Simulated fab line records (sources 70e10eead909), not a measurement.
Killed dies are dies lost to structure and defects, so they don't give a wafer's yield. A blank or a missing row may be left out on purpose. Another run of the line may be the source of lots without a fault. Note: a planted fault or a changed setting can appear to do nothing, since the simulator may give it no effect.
fab line records	flow nandHarc
[record] lots = 24	wafers = 72	lastDay = 33
route steps=1302 shown A_CHANNEL_HOLE_D1@472 A_CHANNEL_FILL_D1@513 A_ONON_D2@554 A_CHANNEL_HOLE_D2@591
lots untouched by any fault: they come from a run of this same line in which no faults occurred
startH: hours from the record's opening day to when the first of the lot's shown wafers began	waitH: how many hours have passed since the lot's step before this one	" repeats the value in the row above	L1.1+2: several wafers, shown together as one row	- value missing, or start not given	* or withheld: withheld	< > ~ a bound
route shown NAME@n: names a module that has steps shown in the file, with the first one's number in the route	usual: average and standard deviation across the fault-free wafers	same: alike in all rows	chamber/n: place in a boat	sites: the reading at each site	_std_site: how widely they spread, as a standard deviation	_edge_site: outer sites' mean less inner sites'	radiusMm: for every site, how far away it sits from the centre of the wafer	mask NAME#n: copy n	behind: the tool/chamber that last shaped the wafer	hold: reason for holding the lot/hours on hold/outcome of the hold	device: the n, p or np transistor that did not switch	end of line: tests run on the same wafers once the route is complete	a step given without rows: its recipe and nothing more	killed: not the wafer's yield, but the dies lost to structure and defects at the first sort	map: a wafer's dies, x killed, . not, _ none there
set.NAME: the setting the step ran with; set.NAME@STEP: the setting that earlier step ran with	model.NAME: the simulator's own value behind a step, which no gauge read
route steps across a sampled set of lots; one table per step, one row per wafer
services: a tool's chamber out of use, with start hour (startH, from the record's first day; less than 0 if before it), hours out, and reason
[[steps]]
[step NHARC_A_CHANNEL_HOLE_D1_ETCH_20]
[recipe] biasV = 3000	sourceW = withheld	pressureMtorr = 20	timeS = 361.9	arFlowSccm = 375	c4f8FlowSccm = 89.3	o2FlowSccm = 35.7	tempC = -20	targetDepthA = 16000	chemistry = C4F8/O2/Ar
[usual] drypumpMotorCurrentA = 5.5/0.64	showerheadPlenumPTorr = 3.69/0.055	throttleValvePct = 32.154/0.009
lot.wafer	tool	chamber	startH	waitH	drypumpMotorCurrentA	rfHoursCounterH	showerheadPlenumPTorr	throttleValvePct
L075.2	harEtch-02	1	181.44	0.1	5.3	299	3.66	32.167
L075.1	"	0	"	"	4.8	299	3.76	32.148
L075.6	"	0	"	"	4.8	-	3.76	32.149
L074.2	harEtch-01	1	182.31	0.1	5.2	84	3.69	32.159
L074.1	"	0	"	"	6.5	84	3.74	32.156
L074.5	"	1	"	"	5.2	-	3.69	32.162
L076.1	harEtch-02	1	202.12	0.1	5.3	314	3.65	32.153
L076.2	"	0	"	"	4.8	314	3.76	32.160
L076.3	"	0	"	"	4.8	-	3.76	32.150
L077.1	harEtch-01	1	206.70	0.1	5.2	99	3.68	32.161
L077.2	"	0	"	"	6.5	99	3.73	32.151
L077.6	"	0	"	"	6.4	-	3.73	32.159
L078.2	harEtch-02	0	217.25	0.1	4.8	322	3.75	32.151
L078.3	"	0	"	"	4.8	-	3.75	32.156
L078.6	"	0	"	"	4.8	-	3.75	32.156
L079.2	harEtch-01	1	232.94	0.1	5.2	114	3.67	32.149
L079.4	"	0	"	"	6.4	-	3.72	32.146
L079.5	"	0	"	"	6.4	-	3.72	32.164
L080.1	harEtch-02	1	233.44	0.1	5.3	334	3.64	32.150
L080.2	"	0	"	"	4.9	334	3.75	32.156
L080.3	"	0	"	"	4.8	-	3.75	32.143
L081.2	harEtch-02	0	244.69	0.1	4.8	338	3.74	32.148
L081.4	"	1	"	"	5.3	-	3.64	32.162
L081.3	"	0	"	"	4.8	-	3.74	32.144
L082.1	harEtch-02	0	259.93	0.2	4.8	349	3.74	32.150
L082.2	"	0	"	"	4.8	-	3.74	32.141
L082.5	"	0	"	"	4.8	-	3.74	32.153
L083.3	harEtch-01	1	266.22	0.2	5.2	-	3.66	32.161
L083.4	"	0	"	"	6.5	-	3.71	32.149
L083.6	"	1	"	"	5.2	-	3.66	32.161
L084.4	harEtch-01	1	282.61	0.2	5.2	-	3.66	32.150
L084.5	"	0	"	"	6.4	-	3.71	32.158
L084.6	"	1	"	"	5.2	-	3.66	32.145
L085.2	harEtch-01	1	298.75	0.1	5.2	152	3.65	32.157
L085.5	"	1	"	"	5.2	-	3.65	32.167
L085.6	"	0	"	"	6.5	-	3.70	32.139
L086.3	harEtch-01	0	306.13	0.2	6.5	-	3.70	32.166
L086.4	"	1	"	"	5.2	-	3.65	32.141
L086.5	"	0	"	"	6.5	-	3.70	32.154
L087.1	harEtch-02	1	308.26	0.1	5.3	364	3.63	32.141
L087.4	"	0	"	"	4.8	-	3.72	32.157
L087.6	"	0	"	"	4.8	-	3.72	32.158
L089.2	harEtch-01	0	325.65	0.1	6.5	171	3.69	32.150
L089.6	"	1	"	"	5.2	-	3.64	32.154
L089.5	"	0	"	"	6.5	-	3.69	32.175
L088.3	harEtch-02	1	327.41	0.2	5.3	-	3.62	32.171
L088.6	"	1	"	"	5.3	-	3.62	32.168
L088.5	"	0	"	"	4.8	-	3.72	32.140
L090.1	harEtch-02	0	338.59	0.1	4.8	391	3.71	32.162
L090.2	"	1	"	"	5.3	384	3.62	32.166
L090.4	"	0	"	"	4.8	-	3.71	32.147
L091.1	harEtch-01	0	349.55	0.1	6.5	182	3.68	32.149
L091.3	"	0	"	"	6.5	-	3.68	32.160
L091.4	"	1	"	"	5.2	-	3.63	32.153
L092.1	harEtch-01	1	358.00	0.1	5.2	190	3.63	32.148
L092.4	"	0	"	"	6.5	-	3.68	32.155
L092.5	"	1	"	"	5.2	-	3.63	32.143
L093.2	harEtch-01	1	364.43	0.1	5.2	194	3.63	32.145
L093.1	"	0	"	"	6.5	194	3.68	32.168
L093.4	"	1	"	"	5.3	-	3.63	32.162
L094.4	harEtch-01	1	389.09	0.2	5.2	-	3.62	32.158
L094.3	"	0	"	"	6.5	-	3.67	32.154
L094.6	"	0	"	"	6.5	-	3.67	32.148
L095.1	harEtch-01	0	393.15	0.1	6.5	209	3.67	32.148
L095.2	"	1	"	"	5.2	209	3.62	32.147
L095.4	"	1	"	"	5.2	-	3.62	32.168
L096.2	harEtch-01	0	406.29	0.1	6.5	220	3.66	32.145
L096.3	"	1	"	"	5.3	-	3.61	32.151
L096.6	"	0	"	"	6.4	-	3.66	32.154
L097.2	harEtch-02	1	407.02	0.1	5.3	11	3.93	32.152
L097.3	"	1	"	"	5.3	-	3.93	32.143
L097.4	"	0	"	"	4.8	-	3.70	32.161
[step NHARC_A_CHANNEL_HOLE_D1_ETCH_26]
[recipe] biasV = 300	sourceW = 2000	pressureMtorr = 30	timeS = 224.1	arFlowSccm = 375	c4f8FlowSccm = 11.4	o2FlowSccm = 113.6	tempC = -20	targetDepthA = 3000	chemistry = C4F8/O2/Ar
[usual] drypumpMotorCurrentA = 5.5/0.63	showerheadPlenumPTorr = 3.73/0.058	throttleValvePct = 24.582/0.0097
lot.wafer	tool	chamber	startH	waitH	drypumpMotorCurrentA	rfHoursCounterH	showerheadPlenumPTorr	throttleValvePct
L075.2	harEtch-02	1	185.12	0.7	5.3	303	3.70	24.585
L075.1	"	0	"	"	4.8	303	3.81	24.576
L075.6	"	0	"	"	4.8	-	3.81	24.580
L074.2	harEtch-01	1	185.97	0.7	5.2	87	3.73	24.587
L074.1	"	0	"	"	6.4	87	3.78	24.587
L074.5	"	1	"	"	5.2	-	3.73	24.597
L076.1	harEtch-02	1	205.77	0.7	5.3	318	3.70	24.587
L076.2	"	0	"	"	4.8	318	3.80	24.593
L076.3	"	0	"	"	4.8	-	3.80	24.575
L077.1	harEtch-01	1	210.38	0.7	5.2	102	3.72	24.585
L077.2	"	0	"	"	6.5	102	3.77	24.573
L077.6	"	0	"	"	6.5	-	3.77	24.594
L078.2	harEtch-02	0	220.89	0.6	4.8	326	3.80	24.585
L078.3	"	0	"	"	4.8	-	3.80	24.589
L078.6	"	0	"	"	4.8	-	3.80	24.578
L079.2	harEtch-01	1	236.58	0.6	5.2	117	3.71	24.587
L079.4	"	0	"	"	6.4	-	3.77	24.577
L079.5	"	0	"	"	6.5	-	3.77	24.599
L080.1	harEtch-02	1	237.08	0.7	5.3	337	3.68	24.606
L080.2	"	0	"	"	4.8	337	3.79	24.578
L080.3	"	0	"	"	4.8	-	3.79	24.580
L081.2	harEtch-02	0	248.32	0.6	4.9	341	3.79	24.578
L081.4	"	1	"	"	5.3	-	3.68	24.595
L081.3	"	0	"	"	4.9	-	3.79	24.576
L082.1	harEtch-02	0	267.29	1.4	4.8	356	3.78	24.576
L082.2	"	0	"	"	4.8	-	3.78	24.577
L082.5	"	0	"	"	4.8	-	3.78	24.594
L083.3	harEtch-01	1	269.83	0.5	5.2	-	3.70	24.580
L083.4	"	0	"	"	6.5	-	3.75	24.592
L083.6	"	1	"	"	5.2	-	3.70	24.574
L084.4	harEtch-01	1	286.23	0.4	5.2	-	3.70	24.573
L084.5	"	0	"	"	6.5	-	3.75	24.594
L084.6	"	1	"	"	5.2	-	3.70	24.590
L085.2	harEtch-01	1	302.42	0.7	5.2	155	3.69	24.574
L085.5	"	1	"	"	5.2	-	3.69	24.578
L085.6	"	0	"	"	6.5	-	3.74	24.578
L086.3	harEtch-01	0	309.75	0.5	6.5	-	3.74	24.567
L086.4	"	1	"	"	5.2	-	3.69	24.573
L086.5	"	0	"	"	6.5	-	3.74	24.570
L087.1	harEtch-02	1	311.93	0.7	5.3	368	3.67	24.575
L087.4	"	0	"	"	4.8	-	3.77	24.579
L087.6	"	0	"	"	4.9	-	3.77	24.593
L089.2	harEtch-01	0	329.30	0.6	6.5	174	3.73	24.580
L089.6	"	1	"	"	5.2	-	3.68	24.582
L089.5	"	0	"	"	6.5	-	3.73	24.572
L088.3	harEtch-02	1	331.06	0.5	5.3	-	3.66	24.570
L088.6	"	1	"	"	5.3	-	3.66	24.568
L088.5	"	0	"	"	4.8	-	3.76	24.591
L090.1	harEtch-02	0	342.28	0.7	4.8	395	3.76	24.592
L090.2	"	1	"	"	5.3	387	3.66	24.578
L090.4	"	0	"	"	4.8	-	3.76	24.578
L091.1	harEtch-01	0	353.21	0.7	6.4	186	3.73	24.587
L091.3	"	0	"	"	6.5	-	3.73	24.590
L091.4	"	1	"	"	5.2	-	3.67	24.585
L092.1	harEtch-01	1	361.64	0.6	5.2	193	3.67	24.587
L092.4	"	0	"	"	6.5	-	3.72	24.584
L092.5	"	1	"	"	5.2	-	3.67	24.577
L093.2	harEtch-01	1	368.12	0.7	5.2	197	3.67	24.572
L093.1	"	0	"	"	6.4	197	3.72	24.582
L093.4	"	1	"	"	5.2	-	3.67	24.579
L094.4	harEtch-01	1	392.71	0.5	5.2	-	3.66	24.585
L094.3	"	0	"	"	6.5	-	3.71	24.586
L094.6	"	0	"	"	6.4	-	3.71	24.581
L095.1	harEtch-01	0	396.82	0.7	6.4	213	3.71	24.591
L095.2	"	1	"	"	5.2	213	3.66	24.586
L095.4	"	1	"	"	5.2	-	3.66	24.593
L096.2	harEtch-01	0	409.95	0.7	6.5	224	3.71	24.592
L096.3	"	1	"	"	5.2	-	3.65	24.582
L096.6	"	0	"	"	6.5	-	3.70	24.567
L097.2	harEtch-02	1	410.68	0.7	5.3	15	3.98	24.568
L097.3	"	1	"	"	5.3	-	3.98	24.575
L097.4	"	0	"	"	4.9	-	3.74	24.586
[step NHARC_A_CHANNEL_FILL_D1_CMP_10]
[recipe] targetThkNm = 150
[usual] motorCurrentA = 12.0/1.4	timeToEndpointS = 16.6/2.7
lot.wafer	tool	chamber	startH	waitH	motorCurrentA	timeToEndpointS
L074.1	cmp-01	3	235.97	0.4	12.4	19.2
L074.2	"	0	"	"	12.8	17.5
L074.5	"	0	"	"	11.8	20.2
L075.2	cmp-04	3	236.02	0.4	13.3	17.7
L075.1	"	0	"	"	8.2	15.3
L075.6	"	1	"	"	11.3	18.1
L076.2	cmp-04	1	257.59	0.4	11.8	19.6
L076.1	"	2	"	"	10.9	18.6
L076.3	"	0	"	"	8.2	16.9
L077.2	cmp-01	1	257.59	0.4	9.9	15.6
L077.1	"	0	"	"	12.6	19.3
L077.6	"	1	"	"	9.4	14.2
L078.2	cmp-02	3	270.56	0.4	14.4	15.5
L078.3	"	0	"	"	12.0	13.7
L078.6	"	2	"	"	11.8	17.2
L080.2	cmp-02	3	286.31	0.4	15.1	19.5
L080.3	"	0	"	"	12.0	16.3
L080.1	"	1	"	"	12.2	19.2
L079.4	cmp-01	0	290.74	0.4	13.1	20.4
L079.2	"	1	"	"	10.1	15.5
L079.5	"	3	"	"	13.1	17.8
L081.2	cmp-01	3	298.03	0.4	13.2	15.4
L081.3	"	1	"	"	9.7	10.5
L081.4	"	2	"	"	12.5	15.1
L083.4	cmp-02	1	317.40	0.4	12.4	21.4
L083.3	"	3	"	"	14.1	18.7
L083.6	"	1	"	"	11.8	18.5
L082.2	cmp-04	0	317.40	0.4	8.8	15.0
L082.1	"	2	"	"	10.8	15.3
L082.5	"	0	"	"	8.3	14.5
L084.4	cmp-01	3	338.66	0.4	12.3	17.8
L084.6	"	1	"	"	9.9	12.4
L084.5	"	2	"	"	12.5	20.4
L085.2	cmp-02	1	355.24	0.4	12.3	22.9
L085.6	"	3	"	"	13.5	23.5
L085.5	"	0	"	"	11.5	20.4
L086.3	cmp-01	3	359.02	0.4	12.5	14.6
L086.4	"	0	"	"	12.0	13.8
L086.5	"	0	"	"	12.2	15.3
L087.4	cmp-04	0	359.05	0.4	8.5	12.6
L087.1	"	1	"	"	11.7	19.3
L087.6	"	3	"	"	12.3	18.4
L089.2	cmp-02	2	382.10	0.4	11.8	17.2
L089.5	"	1	"	"	12.6	17.6
L089.6	"	2	"	"	11.5	14.9
L088.3	cmp-04	1	382.15	0.4	11.8	14.0
L088.6	"	2	"	"	10.8	14.6
L088.5	"	3	"	"	12.9	12.7
L090.2	cmp-01	3	399.22	0.4	12.4	14.7
L090.1	"	0	"	"	12.7	16.3
L090.4	"	2	"	"	12.5	17.7
L091.4	cmp-04	2	402.59	0.4	11.3	15.4
L091.3	"	3	"	"	13.1	16.0
L091.1	"	0	"	"	8.6	11.2
L092.4	cmp-02	3	411.71	0.4	13.8	19.5
L092.1	"	2	"	"	11.9	19.2
L092.5	"	0	"	"	11.9	18.1
L093.2	cmp-02	2	418.11	0.4	11.8	20.3
L093.1	"	3	"	"	14.2	20.7
L093.4	"	0	"	"	11.4	17.3
L094.4	cmp-01	3	442.36	0.4	13.1	16.4
L094.3	"	0	"	"	12.4	19.3
L094.6	"	2	"	"	11.9	15.2
L095.4	cmp-01	1	446.70	0.4	9.9	13.3
L095.2	"	3	"	"	12.9	15.9
L095.1	"	0	"	"	12.6	17.8
L097.4	cmp-01	3	460.24	0.4	12.2	12.7
L097.3	"	0	"	"	12.6	17.9
L097.2	"	1	"	"	10.2	12.6
L096.2	cmp-04	0	460.29	0.4	8.7	10.6
L096.3	"	1	"	"	12.1	15.1
L096.6	"	3	"	"	13.4	13.4
[step NHARC_A_ONON_D2_THK_MEAS_14]
[recipe] thkMeasGauge = ellipsometry
[usual] thkNm = 1000/11
lot.wafer	tool	chamber	startH	waitH	thkNm
L075.1	filmMetro-02	-	275.88	-	1017
L075.2	"	-	"	"	1016
L075.6	"	-	"	"	1018
L074.1	filmMetro-02	-	276.15	-	1014
L074.2	"	-	"	"	1013
L074.5	"	-	"	"	1016
L076.1	filmMetro-02	-	294.26	-	982
L076.2	"	-	"	"	984
L076.3	"	-	"	"	985
L077.1	filmMetro-01	-	294.30	-	1002
L077.2	"	-	"	"	1001
L077.6	"	-	"	"	1002
L078.2	filmMetro-01	-	306.12	-	984
L078.3	"	-	"	"	984
L078.6	"	-	"	"	984
L080.1	filmMetro-01	-	320.83	-	1001
L080.2	"	-	"	"	999
L080.3	"	-	"	"	1000
L079.2	filmMetro-01	-	329.94	-	1005
L079.4	"	-	"	"	1005
L079.5	"	-	"	"	1005
L081.2	filmMetro-01	-	336.46	-	1000
L081.3	"	-	"	"	1001
L081.4	"	-	"	"	1000
L082.1	filmMetro-01	-	356.25	-	1000
L082.2	"	-	"	"	999
L082.5	"	-	"	"	999
L083.3	filmMetro-02	-	356.41	-	1006
L083.4	"	-	"	"	1006
L083.6	"	-	"	"	1006
L084.4	filmMetro-01	-	387.73	-	985
L084.5	"	-	"	"	986
L084.6	"	-	"	"	985
L085.2	filmMetro-02	-	391.87	-	994
L085.5	"	-	"	"	995
L085.6	"	-	"	"	995
L086.3	filmMetro-02	-	391.90	-	1000
L086.4	"	-	"	"	1000
L086.5	"	-	"	"	1004
L087.1	filmMetro-02	-	392.03	-	998
L087.4	"	-	"	"	999
L087.6	"	-	"	"	1001
L089.2	filmMetro-01	-	421.41	-	992
L089.5	"	-	"	"	992
L089.6	"	-	"	"	992
L088.3	filmMetro-02	-	421.43	-	1023
L088.5	"	-	"	"	1023
L088.6	"	-	"	"	1023
L090.1	filmMetro-02	-	434.31	-	999
L090.2	"	-	"	"	998
L090.4	"	-	"	"	998
L091.1	filmMetro-02	-	441.46	-	1015
L091.3	"	-	"	"	1012
L091.4	"	-	"	"	1013
L092.1	filmMetro-02	-	452.44	-	988
L092.4	"	-	"	"	987
L092.5	"	-	"	"	987
L093.1	filmMetro-01	-	452.47	-	991
L093.2	"	-	"	"	990
L093.4	"	-	"	"	992
L094.3	filmMetro-02	-	481.57	-	988
L094.4	"	-	"	"	986
L094.6	"	-	"	"	989
L095.1	filmMetro-02	-	483.37	-	1012
L095.2	"	-	"	"	1010
L095.4	"	-	"	"	1011
L096.2	filmMetro-01	-	495.94	-	996
L096.3	"	-	"	"	993
L096.6	"	-	"	"	993
L097.2	filmMetro-02	-	495.95	-	1002
L097.3	"	-	"	"	1001
L097.4	"	-	"	"	1003
[step NHARC_A_CHANNEL_HOLE_D2_ETCH_19]
[recipe] biasV = 1200	sourceW = 2500	pressureMtorr = 15	timeS = 34.5	arFlowSccm = 375	c4f8FlowSccm = 28.8	o2FlowSccm = 96.2	tempC = -20	targetDepthA = *	chemistry = C4F8/O2/Ar
[usual] drypumpMotorCurrentA = 5.4/0.58	showerheadPlenumPTorr = 3.73/0.1	throttleValvePct = 37.039/0.0097
lot.wafer	tool	chamber	startH	waitH	drypumpMotorCurrentA	rfHoursCounterH	showerheadPlenumPTorr	throttleValvePct
L075.1	harEtch-02	1	295.55	2.0	5.3	356	3.67	37.048
L075.2	"	0	"	"	4.8	364	3.77	37.035
L075.6	"	0	"	"	4.9	-	3.77	37.048
L074.1	harEtch-02	1	299.72	4.8	5.4	360	3.67	37.029
L074.2	"	0	"	"	4.8	368	3.77	37.043
L074.5	"	0	"	"	4.8	-	3.77	37.032
L077.2	harEtch-01	0	317.42	1.1	6.4	163	3.74	37.027
L077.1	"	1	"	"	5.2	163	3.68	37.036
L077.6	"	0	"	"	6.4	-	3.74	37.032
L076.1	harEtch-02	0	318.28	1.0	4.8	380	3.76	37.037
L076.2	"	1	"	"	5.3	372	3.66	37.027
L076.3	"	0	"	"	4.8	-	3.76	37.035
L078.2	harEtch-02	0	323.07	0.1	4.8	384	3.76	37.051
L078.3	"	1	"	"	5.3	-	3.66	37.040
L078.6	"	0	"	"	4.8	-	3.76	37.036
L080.1	harEtch-01	0	337.78	0.1	6.5	175	3.73	37.045
L080.2	"	1	"	"	5.3	175	3.68	37.040
L080.3	"	0	"	"	6.5	-	3.73	37.055
L079.2	harEtch-02	0	344.35	0.1	4.8	395	3.75	37.041
L079.4	"	0	"	"	4.8	-	3.75	37.063
L079.5	"	0	"	"	4.8	-	3.76	37.027
L081.2	harEtch-02	1	353.90	0.3	5.3	395	3.65	37.042
L081.3	"	1	"	"	5.3	-	3.65	37.022
L081.4	"	0	"	"	4.8	-	3.75	37.040
L082.2	harEtch-02	1	371.59	0.1	5.3	403	3.65	37.014
L082.1	"	0	"	"	4.8	410	3.75	37.045
L082.5	"	1	"	"	5.3	-	3.65	37.034
L083.4	harEtch-01	0	375.36	1.6	6.4	-	3.71	37.041
L083.3	"	1	"	"	5.2	-	3.66	37.044
L083.6	"	0	"	"	6.5	-	3.71	37.057
L084.4	harEtch-02	1	402.77	0.1	5.3	-	3.98	37.044
L084.5	"	1	"	"	5.3	-	3.98	37.044
L084.6	"	0	"	"	4.8	-	3.74	37.034
L085.2	harEtch-01	0	410.36	3.2	6.5	224	3.70	37.034
L085.6	"	1	"	"	5.2	-	3.65	37.044
L085.5	"	0	"	"	6.4	-	3.70	37.039
L087.1	harEtch-02	1	411.07	2.8	5.3	15	3.98	37.042
L087.4	"	0	"	"	4.8	-	3.74	37.034
L087.6	"	0	"	"	4.8	-	3.74	37.038
L086.4	harEtch-01	1	414.53	5.5	5.2	-	3.65	37.041
L086.3	"	0	"	"	6.5	-	3.70	37.059
L086.5	"	0	"	"	6.5	-	3.70	37.012
L088.3	harEtch-01	1	440.70	0.1	5.2	-	3.65	37.036
L088.6	"	1	"	"	5.2	-	3.65	37.027
L088.5	"	0	"	"	6.5	-	3.70	37.030
L089.2	harEtch-02	1	442.70	0.1	5.3	23	3.97	37.034
L089.6	"	0	"	"	4.8	-	3.73	37.046
L089.5	"	1	"	"	5.3	-	3.97	37.029
L090.2	harEtch-01	1	458.16	1.3	5.2	247	3.64	37.026
L090.1	"	0	"	"	6.5	247	3.69	37.043
L090.4	"	1	"	"	5.2	-	3.64	37.038
L091.1	harEtch-02	0	459.53	0.1	4.8	38	3.72	37.028
L091.4	"	1	"	"	5.3	-	3.96	37.045
L091.3	"	0	"	"	4.8	-	3.72	37.030
L092.1	harEtch-01	0	473.50	2.8	6.5	259	3.68	37.040
L092.4	"	0	"	"	6.4	-	3.68	37.032
L092.5	"	1	"	"	5.2	-	3.63	37.039
L093.1	harEtch-02	1	474.01	3.1	5.3	49	3.96	37.045
L093.2	"	0	"	"	4.8	49	3.72	37.033
L093.4	"	1	"	"	5.3	-	3.96	37.045
L095.1	harEtch-01	0	500.76	0.1	6.5	274	3.67	37.045
L095.2	"	1	"	"	5.2	274	3.62	37.037
L095.4	"	0	"	"	6.5	-	3.67	37.042
L094.4	harEtch-02	0	500.97	0.1	4.8	-	3.71	37.050
L094.3	"	1	"	"	5.3	-	3.95	37.033
L094.6	"	0	"	"	4.8	-	3.71	37.037
L097.2	harEtch-01	0	512.26	0.2	6.5	282	3.67	37.060
L097.3	"	1	"	"	5.2	-	3.62	37.043
L097.4	"	0	"	"	6.5	-	3.67	37.048
L096.2	harEtch-02	0	514.14	1.8	4.8	69	3.71	37.038
L096.3	"	0	"	"	4.8	-	3.70	37.038
L096.6	"	1	"	"	5.3	-	3.94	37.042
[step NHARC_A_CHANNEL_HOLE_D2_ETCH_20]
[recipe] biasV = 3000	sourceW = withheld	pressureMtorr = 20	timeS = 361.9	arFlowSccm = 375	c4f8FlowSccm = 89.3	o2FlowSccm = 35.7	tempC = -20	targetDepthA = 16000	chemistry = C4F8/O2/Ar
[usual] drypumpMotorCurrentA = 5.4/0.59	showerheadPlenumPTorr = 3.69/0.099	throttleValvePct = 32.154/0.0096
lot.wafer	tool	chamber	startH	waitH	drypumpMotorCurrentA	rfHoursCounterH	showerheadPlenumPTorr	throttleValvePct
L075.1	harEtch-02	1	295.66	0.1	5.3	357	3.63	32.164
L075.2	"	0	"	"	4.8	364	3.73	32.162
L075.6	"	0	"	"	4.8	-	3.73	32.155
L074.1	harEtch-02	1	299.83	0.1	5.3	360	3.63	32.147
L074.2	"	0	"	"	4.8	368	3.73	32.157
L074.5	"	0	"	"	4.8	-	3.73	32.166
L077.2	harEtch-01	0	317.53	0.1	6.5	163	3.69	32.147
L077.1	"	1	"	"	5.2	163	3.64	32.162
L077.6	"	0	"	"	6.5	-	3.69	32.167
L076.1	harEtch-02	0	318.40	0.1	4.8	380	3.72	32.148
L076.2	"	1	"	"	5.3	372	3.62	32.159
L076.3	"	0	"	"	4.8	-	3.72	32.156
L078.2	harEtch-02	0	323.21	0.1	4.8	384	3.72	32.154
L078.3	"	1	"	"	5.3	-	3.62	32.158
L078.6	"	0	"	"	4.8	-	3.72	32.164
L080.1	harEtch-01	0	337.89	0.1	6.5	175	3.69	32.167
L080.2	"	1	"	"	5.2	175	3.64	32.137
L080.3	"	0	"	"	6.5	-	3.69	32.139
L079.2	harEtch-02	0	344.47	0.1	4.8	395	3.71	32.157
L079.4	"	0	"	"	4.8	-	3.71	32.154
L079.5	"	0	"	"	4.8	-	3.71	32.154
L081.2	harEtch-02	1	354.01	0.1	5.3	395	3.61	32.152
L081.3	"	1	"	"	5.3	-	3.61	32.156
L081.4	"	0	"	"	4.8	-	3.71	32.161
L082.2	harEtch-02	1	371.71	0.1	5.3	403	3.61	32.149
L082.1	"	0	"	"	4.9	410	3.70	32.158
L082.5	"	1	"	"	5.3	-	3.61	32.155
L083.4	harEtch-01	0	375.54	0.2	6.5	-	3.67	32.154
L083.3	"	1	"	"	5.2	-	3.62	32.175
L083.6	"	0	"	"	6.5	-	3.67	32.158
L084.4	harEtch-02	1	402.95	0.2	5.3	-	3.93	32.162
L084.5	"	1	"	"	5.3	-	3.93	32.150
L084.6	"	0	"	"	4.8	-	3.70	32.148
L085.2	harEtch-01	0	410.50	0.1	6.5	224	3.66	32.149
L085.6	"	1	"	"	5.2	-	3.61	32.136
L085.5	"	0	"	"	6.5	-	3.66	32.160
L087.1	harEtch-02	1	411.18	0.1	5.3	15	3.92	32.151
L087.4	"	0	"	"	4.8	-	3.69	32.159
L087.6	"	0	"	"	4.8	-	3.69	32.156
L086.4	harEtch-01	1	414.71	0.2	5.3	-	3.61	32.162
L086.3	"	0	"	"	6.5	-	3.66	32.154
L086.5	"	0	"	"	6.5	-	3.66	32.159
L088.3	harEtch-01	1	440.88	0.2	5.2	-	3.61	32.135
L088.6	"	1	"	"	5.2	-	3.61	32.159
L088.5	"	0	"	"	6.5	-	3.66	32.148
L089.2	harEtch-02	1	442.85	0.1	5.3	23	3.92	32.155
L089.6	"	0	"	"	4.8	-	3.69	32.166
L089.5	"	1	"	"	5.3	-	3.92	32.155
L090.2	harEtch-01	1	458.27	0.1	5.2	247	3.60	32.159
L090.1	"	0	"	"	6.4	247	3.65	32.151
L090.4	"	1	"	"	5.2	-	3.60	32.139
L091.1	harEtch-02	0	459.68	0.1	4.8	38	3.68	32.159
L091.4	"	1	"	"	5.3	-	3.91	32.142
L091.3	"	0	"	"	4.8	-	3.68	32.146
L092.1	harEtch-01	0	473.61	0.1	6.5	259	3.64	32.150
L092.4	"	0	"	"	6.4	-	3.64	32.155
L092.5	"	1	"	"	5.3	-	3.59	32.163
L093.1	harEtch-02	1	474.13	0.1	5.3	50	3.90	32.144
L093.2	"	0	"	"	4.8	50	3.67	32.153
L093.4	"	1	"	"	5.3	-	3.90	32.159
L095.1	harEtch-01	0	500.87	0.1	6.5	274	3.63	32.129
L095.2	"	1	"	"	5.2	274	3.58	32.168
L095.4	"	0	"	"	6.5	-	3.63	32.166
L094.4	harEtch-02	0	501.15	0.2	4.8	-	3.67	32.150
L094.3	"	1	"	"	5.3	-	3.90	32.164
L094.6	"	0	"	"	4.8	-	3.67	32.150
L097.2	harEtch-01	0	512.41	0.1	6.5	282	3.63	32.161
L097.3	"	1	"	"	5.2	-	3.58	32.164
L097.4	"	0	"	"	6.5	-	3.63	32.150
L096.2	harEtch-02	0	514.29	0.1	4.8	69	3.66	32.156
L096.3	"	0	"	"	4.8	-	3.66	32.162
L096.6	"	1	"	"	5.3	-	3.89	32.151
[[services]]
tool	chamber	startH	hours	kind
cmp-04	-	178.53	2.3	repair
cmp-04	-	185.45	3.8	repair
cmp-01	-	185.50	4.0	pm
cmp-04	-	209.19	4.0	pm
cmp-02	-	213.39	4.0	repair
harEtch-01	-	228.27	0.0	repair
cmp-02	-	232.62	4.0	pm
cmp-02	-	256.50	2.5	repair
cmp-01	-	258.19	1.1	repair
cmp-02	-	277.35	1.4	repair
cmp-01	-	283.50	4.0	pm
cmp-04	-	307.19	4.0	pm
cmp-02	-	330.62	4.0	pm
cmp-01	-	332.68	0.9	repair
harEtch-01	-	354.72	2.9	repair
cmp-01	-	361.38	0.3	repair
harEtch-02	-	377.00	17.0	pm
cmp-01	-	381.50	4.0	pm
cmp-04	-	405.19	4.0	pm
cmp-04	-	425.74	5.9	repair
cmp-01	-	445.77	0.5	repair
cmp-01	-	479.50	4.0	pm
harEtch-02	-	499.85	1.0	repair
cmp-01	-	502.15	3.1	repair
[[key]]
fault none
